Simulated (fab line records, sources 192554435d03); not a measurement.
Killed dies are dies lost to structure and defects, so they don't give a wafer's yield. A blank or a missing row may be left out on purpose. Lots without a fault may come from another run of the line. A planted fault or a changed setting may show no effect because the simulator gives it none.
Which tool did it? | flow n5_finfet | 9 lots, 26 wafers sampled, at 5 steps of a route of 1938

WHAT THE GAUGES READ, wafer by wafer
N5_BEOL_M4_RC_MEAS_101. Usual: DIBL_N 36.0 mV/V, standard deviation 2.5; DIBL_P 36.2 mV/V, standard deviation 3; IOFF_N 0.16 nA/um, standard deviation 0.044; IOFF_P 0.21 nA/um, standard deviation 0.049; ION_N 671 uA/um, standard deviation 15; ION_P 461 uA/um, standard deviation 8.7; SS_N 71.5 mV/dec, standard deviation 0.72; SS_P 73.4 mV/dec, standard deviation 0.9; VT_N 251 mV, standard deviation 4.4; VT_P -250 mV, standard deviation 4.
lot  | measured     | on        | DIBL_N (mV/V)  | DIBL_P (mV/V)  | IOFF_N (nA/um) | IOFF_P (nA/um) | ION_N (uA/um) | ION_P (uA/um) | SS_N (mV/dec)  | SS_P (mV/dec)  | VT_N (mV)   | VT_P (mV)      | flag
L291 | day 8 21:15  | prober-02 | 34.6 33.6 33.5 | 36.4 35.3 35.5 | 0.13 0.13 0.13 | 0.19 0.17 0.18 | 652 660 652   | 449 452 447   | 71.9 71.7 72.0 | 73.2 73.2 73.0 | 254 253 254 | -252 -253 -255 |
L293 | day 9 14:58  | prober-02 | 32.7 37.3 35.7 | 34.3 40.0 38.5 | 0.12 0.20 0.16 | 0.18 0.24 0.24 | 656 677 663   | 455 459 461   | 70.9 72.3 71.7 | 72.2 74.3 74.3 | 252 247 253 | -249 -249 -247 |
L297 | day 10 07:52 | prober-02 | 37.0 36.0 39.7 | 36.6 35.6 40.1 | 0.16 0.14 0.21 | 0.20 0.19 0.26 | 669 663 700   | 457 460 473   | 72.0 71.0 72.0 | 73.2 72.6 74.0 | 254 255 246 | -252 -251 -249 |
L301 | day 11 11:53 | prober-02 | 36.6 38.0 30.6 | 36.2 37.7 28.6 | 0.16 0.18 0.08 | 0.21 0.22 0.11 | 666 680 656   | 452 460 446   | 71.6 71.9 70.4 | 73.5 74.1 71.3 | 252 249 259 | -250 -253 -260 |
L302 | day 11 20:52 | prober-02 | 40.2 38.9 38.6 | 39.5 37.9 36.6 | 0.21 0.18 0.17 | 0.29 0.24 0.22 | 695 676 668   | 476 471 456   | 72.0 72.1 71.9 | 74.3 73.6 73.7 | 243 247 250 | -245 -248 -250 |
L305 | day 12 11:42 | prober-02 | 34.1 37.7 34.2 | 35.5 38.3 35.0 | 0.13 0.21 0.14 | 0.21 0.25 0.20 | 669 676 667   | 466 466 466   | 71.0 72.5 71.3 | 73.4 74.1 73.2 | 251 247 249 | -248 -247 -252 |
L306 | day 12 07:01 | prober-02 | 37.8 34.2 38.7 | 37.9 32.6 38.6 | 0.20 0.12 0.23 | 0.22 0.15 0.25 | 691 660 700   | 461 448 463   | 71.4 71.2 72.4 | 74.0 72.5 74.3 | 245 254 243 | -252 -254 -251 |
L307 | day 13 13:41 | prober-02 | 36.5 40.5 36.9 | 36.2 40.6 37.0 | 0.14 0.22 0.14 | 0.20 0.27 0.22 | 670 674 665   | 456 460 464   | 71.0 72.4 71.9 | 73.2 74.5 74.0 | 250 246 253 | -254 -248 -250 |
L313 | day 14 06:51 | prober-02 | 37.1 34.0      | 38.2 34.5      | 0.17 0.12      | 0.21 0.16      | 685 675       | 470 460       | 71.1 70.8      | 74.5 73.5      | 253 252     | -253 -258      |

WHICH TOOL RAN EACH LOT (tool, then ch and the chambers of the sampled wafers, then the start)
lot  | N5_HKMG_FIN_STRIP_90              | N5_HKMG_FIN_CMP_23           | N5_GATE_CUT_ETCHBACK_30          | N5_GATE_CUT_ETCH_58
L291 | rie_diel-01 ch 0,1,2, day 4 13:41 | cmp-02 ch 0,3, day 4 14:59   | rie_metal-03 ch 0,1, day 4 15:52 | rie_diel-03 ch 1,2,3, day 4 15:56
L293 | rie_diel-02 ch 0,1,2, day 4 23:02 | cmp-01 ch 1,3, day 5 00:15   | rie_metal-03 ch 0,1, day 5 01:13 | rie_diel-06 ch 0,1,3, day 5 01:17
L297 | rie_diel-02 ch 0,2,3, day 6 05:23 | cmp-02 ch 2,3, day 6 06:41   | rie_metal-01 ch 0,1, day 6 07:34 | rie_diel-06 ch 0,3, day 6 07:38
L301 | rie_diel-05 ch 0,1,3, day 7 03:14 | cmp-01 ch 0,1,2, day 7 04:31 | rie_metal-03 ch 0,1, day 7 05:28 | rie_diel-03 ch 0,2,3, day 7 05:33
L302 | rie_diel-05 ch 0,2,3, day 7 09:13 | cmp-01 ch 0,1,3, day 7 10:37 | rie_metal-01 ch 0,1, day 7 11:34 | rie_diel-03 ch 1,2,3, day 7 11:39
L305 | rie_diel-05 ch 0,1,2, day 8 02:47 | cmp-01 ch 2,3, day 8 04:00   | rie_metal-02 ch 1, day 8 05:10   | rie_diel-03 ch 0,1, day 8 05:19
L306 | rie_diel-01 ch 0,3, day 8 10:02   | cmp-03 ch 0,1, day 8 11:20   | rie_metal-02 ch 1, day 8 12:25   | rie_diel-03 ch 1,2,3, day 8 12:35
L307 | rie_diel-05 ch 0,2,3, day 8 11:58 | cmp-01 ch 0,1,3, day 8 13:11 | rie_metal-01 ch 0,1, day 8 14:08 | rie_diel-03 ch 0,1,2, day 8 14:13
L313 | rie_diel-05 ch 0,2, day 10 04:38  | cmp-02 ch 3, day 10 05:57    | rie_metal-01 ch 1, day 10 06:50  | rie_diel-04 ch 1,2, day 10 06:55
- N5_HKMG_FIN_STRIP_90: strips SOC in N2/H2, time 20 s.
- N5_HKMG_FIN_CMP_23: polishes, stops on SiNx, t overpolish 10 s, target thk 46.326 nm.
- N5_GATE_CUT_ETCHBACK_30: etches TiN in Cl2/Ar, target depth 3 nm.
- N5_GATE_CUT_ETCH_58: etches SiNx in CH3F/O2, target depth 17 nm, time 128.6 s.

WHAT THE TOOLS THEMSELVES READ (means of the sampled wafers that have a number; where no wafer has one, the mark that the record gives instead)
N5_HKMG_FIN_STRIP_90. Usual: bias_power_w 7.997 W, standard deviation 0.027; drypump_motor_current_A 5.8 A, standard deviation 0.48; oes_product_au 0.75 a.u., standard deviation 0.068; rf_vpp_V 54.3 V, standard deviation 0.88; showerhead_plenum_p_Torr 3.36 Torr, standard deviation 0.099; throttle_valve_pct 19.2 %, standard deviation 0.44.
lot  | tool        | bias_power_w (W) | drypump_motor_current_A (A) | oes_product_au (a.u.) | rf_vpp_V (V) | showerhead_plenum_p_Torr (Torr) | throttle_valve_pct (%) | flag
L291 | rie_diel-01 | 7.993            | 6.2                         | 0.74                  | 54.3         | 3.40                            | 19.1                   |
L293 | rie_diel-02 | 7.973            | 5.7                         | 0.77                  | 54.5         | 3.36                            | 19.5                   |
L297 | rie_diel-02 | 8.014            | 5.7                         | 0.84                  | 54.5         | 3.37                            | 19.4                   |
L301 | rie_diel-05 | 8.018            | 5.6                         | 0.71                  | 53.7         | 3.39                            | 19.2                   |
L302 | rie_diel-05 | 7.983            | 6.0                         | 0.72                  | 54.0         | 3.34                            | 18.7                   |
L305 | rie_diel-05 | 8.013            | 5.7                         | 0.72                  | 54.2         | 3.33                            | 19.0                   |
L306 | rie_diel-01 | 7.993            | 5.9                         | 0.74                  | 54.3         | 3.30                            | 19.1                   |
L307 | rie_diel-05 | 7.999            | 6.0                         | 0.70                  | 54.7         | 3.33                            | 18.8                   |
L313 | rie_diel-05 | 7.992            | 6.2                         | 0.72                  | 55.0         | 3.27                            | 18.8                   |

N5_HKMG_FIN_CMP_23. Usual: motor_current_A 12.2 A, standard deviation 1.5; overpolish_run_s 10.001 s, standard deviation 0.01; platen_rpm 50.29 rpm, standard deviation 0.031; retaining_ring_pressure_frac 1.000, standard deviation 0.005; time_to_endpoint_s 12.4 s, standard deviation 2.5.
lot  | tool   | motor_current_A (A) | overpolish_run_s (s) | platen_rpm (rpm) | retaining_ring_pressure_frac | time_to_endpoint_s (s) | flag
L291 | cmp-02 | 12.7                | 9.999                | 50.31            | 1.006                        | 11.7                   |
L293 | cmp-01 | 11.2                | 10.004               | 50.26            | 1.003                        | 15.3                   |
L297 | cmp-02 | 12.0                | 10.010               | 50.34            | 1.000                        | 12.7                   |
L301 | cmp-01 | 11.9                | 10.003               | 50.28            | 1.004                        | 11.7                   |
L302 | cmp-01 | 11.7                | 9.996                | 50.31            | 0.999                        | 13.5                   |
L305 | cmp-01 | 9.7                 | 9.995                | 50.26            | 1.000                        | 12.9                   |
L306 | cmp-03 | 13.7                | 10.001               | 50.29            | 0.996                        | 12.9                   |
L307 | cmp-01 | 11.5                | 10.004               | 50.24            | 1.001                        | 12.3                   |
L313 | cmp-02 | 11.4                | 9.996                | 50.30            | 1.001                        | 11.9                   |

N5_GATE_CUT_ETCHBACK_30. Usual: drypump_motor_current_A 5.6 A, standard deviation 0.64; oes_product_au 0.77 a.u., standard deviation 0.14; throttle_valve_pct 20.70 %, standard deviation 0.2.
lot  | tool         | drypump_motor_current_A (A) | oes_product_au (a.u.) | throttle_valve_pct (%) | flag
L291 | rie_metal-03 | 5.7                         | 0.60                  | 21.08                  |
L293 | rie_metal-03 | 5.7                         | 0.61                  | 21.06                  |
L297 | rie_metal-01 | 5.6                         | 0.81                  | 20.60                  |
L301 | rie_metal-03 | 5.7                         | 0.60                  | 21.08                  |
L302 | rie_metal-01 | 5.1                         | 0.88                  | 20.57                  |
L305 | rie_metal-02 | 6.5                         | 0.67                  | 20.69                  |
L306 | rie_metal-02 | 6.6                         | 0.67                  | 20.69                  |
L307 | rie_metal-01 | 5.2                         | 0.86                  | 20.57                  |
L313 | rie_metal-01 | 4.8                         | 0.91                  | 20.57                  |

N5_GATE_CUT_ETCH_58. Usual: bias_w 21.00 W, standard deviation 0.066; drypump_motor_current_A 5.6 A, standard deviation 0.46; oes_product_au 0.80 a.u., standard deviation 0.097; rf_vpp_V 99.2 V, standard deviation 0.9; showerhead_plenum_p_Torr 2.00 Torr, standard deviation 0.058; throttle_valve_pct 16.36 %, standard deviation 0.2.
lot  | tool        | bias_w (W) | drypump_motor_current_A (A) | oes_product_au (a.u.) | rf_vpp_V (V) | showerhead_plenum_p_Torr (Torr) | throttle_valve_pct (%) | flag
L291 | rie_diel-03 | 21.01      | 5.7                         | 0.79                  | 99.8         | 1.98                            | 16.52                  |
L293 | rie_diel-06 | 21.02      | 5.7                         | 0.85                  | 99.6         | 1.99                            | 16.20                  |
L297 | rie_diel-06 | 21.04      | 5.9                         | 0.89                  | 99.4         | 2.02                            | 16.13                  |
L301 | rie_diel-03 | 20.99      | 5.6                         | 0.77                  | 99.8         | 2.01                            | 16.45                  |
L302 | rie_diel-03 | 20.93      | 5.7                         | 0.83                  | 99.8         | 2.06                            | 16.40                  |
L305 | rie_diel-03 | 16.45      | 5.3                         | 0.80                  | 85.2         | 2.09                            | 16.37                  | OFF
L306 | rie_diel-03 | 16.50      | 5.7                         | 0.87                  | 85.0         | 2.05                            | 16.24                  | OFF
L307 | rie_diel-03 | 16.40      | 5.3                         | 0.81                  | 84.7         | 2.03                            | 16.24                  | OFF
L313 | rie_diel-04 | 21.00      | 5.5                         | 0.69                  | 98.0         | 1.94                            | 16.57                  |

THE ANSWER, worked out from the rows above alone
Rule: a lot is off if the mean of its wafers that have a number lies more than 3 standard deviations from the usual mean. A lot without any number at a reading at which 4 lots or more have one is off too. The other lots that the step has rows for count as sound. The gauges are gone through in route order, then the tools' own readings, and for those a lot's mean is taken as printed above. The first step at which some lot is off is used, and at that step the reading that is off furthest; a lot without a number counts as furthest.
Off: L305, L306, L307, at N5_GATE_CUT_ETCH_58 (bias_w).
A tool fits if, at that step or a process step before it, it ran every lot that is off, and no sound lot after the first of them. One fits: rie_diel-03 at N5_GATE_CUT_ETCH_58. Its last sound lot is L302 (day 7 11:39), its first lot that is off L305 (day 8 05:19): a fault that began between those two fits.
The tool's own readings at N5_GATE_CUT_ETCH_58 bear it out: on the lots that are off they differ by more than 5 times the standard deviation of the sound lots' means. bias_w reads 16.45 W there against 21.00 W on the sound lots; rf_vpp_V reads 85.0 V there against 99.4 V on the sound lots.

WHAT THE SIMULATOR HAD PUT IN
Process parameter drift: rie_diel-03, from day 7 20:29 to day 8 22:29, at N5_GATE_CUT_ETCH_58. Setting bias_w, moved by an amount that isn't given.
Lots struck among those shown: L306, L305, L307. The rule above found the same.
